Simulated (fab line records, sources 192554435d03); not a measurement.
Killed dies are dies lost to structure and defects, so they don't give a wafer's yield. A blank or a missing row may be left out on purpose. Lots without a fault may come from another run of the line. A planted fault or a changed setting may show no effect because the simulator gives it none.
Chamber matching | flow n5_finfet | N5_BEOL_M4_ETCH_77 on rie_diel-06: 4 sister chambers
The step etches underlayer in N2/H2, target depth 6.5 nm, time 5.2 s. 8 wafers are shown with their chamber, then 7 later ones without.

WAFERS WITH THEIR CHAMBER
wafer  | chamber | showerhead_plenum_p_Torr (Torr) | throttle_valve_pct (%)
L074.6 | 2       | 2.42                            | 17.91
L075.1 | 2       | 2.41                            | 17.94
L076.6 | 1       | 2.52                            | 18.37
L077.1 | 3       | 2.64                            | 17.69
L077.2 | 0       | 2.65                            | 17.92
L077.4 | 1       | 2.52                            | 18.36
L085.2 | 3       | 2.63                            | 17.71
L085.5 | 0       | 2.64                            | 17.93

WAFERS WITHOUT THEIR CHAMBER
wafer  | showerhead_plenum_p_Torr (Torr) | throttle_valve_pct (%)
L085.6 | 2.63                            | 17.72
L092.1 | 2.64                            | 17.98
L092.2 | 2.51                            | 17.89
L092.4 | 2.63                            | 17.73
L095.2 | 2.40                            | 18.03
L095.4 | 2.62                            | 17.76
L095.5 | 2.63                            | 17.97

WHICH CHAMBER EACH WENT THROUGH
wafer  | from the rows above | in truth
L085.6 | 3                   | 3
L092.1 | 0                   | 0
L092.2 | 2                   | 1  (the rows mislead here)
L092.4 | 3                   | 3
L095.2 | 2                   | 2
L095.4 | 3                   | 3
L095.5 | 0                   | 0
Placed correctly: 6 of 7. Can't be placed from these rows: 0. Placed wrongly: 1.
How it was worked out, from the rows above alone: a wafer's distance from a chamber is the root of the sum, over the readings, of the square of ((its reading less the chamber's mean) divided by the reading's scatter). The wafer belongs to the nearest chamber; if the next one is less than 2 further off, it can't be placed. A chamber's mean is the mean of its shown wafers. The scatter: the root of (the sum of the squares of (reading less its chamber's mean) over the shown wafers, divided by (wafers less chambers)).
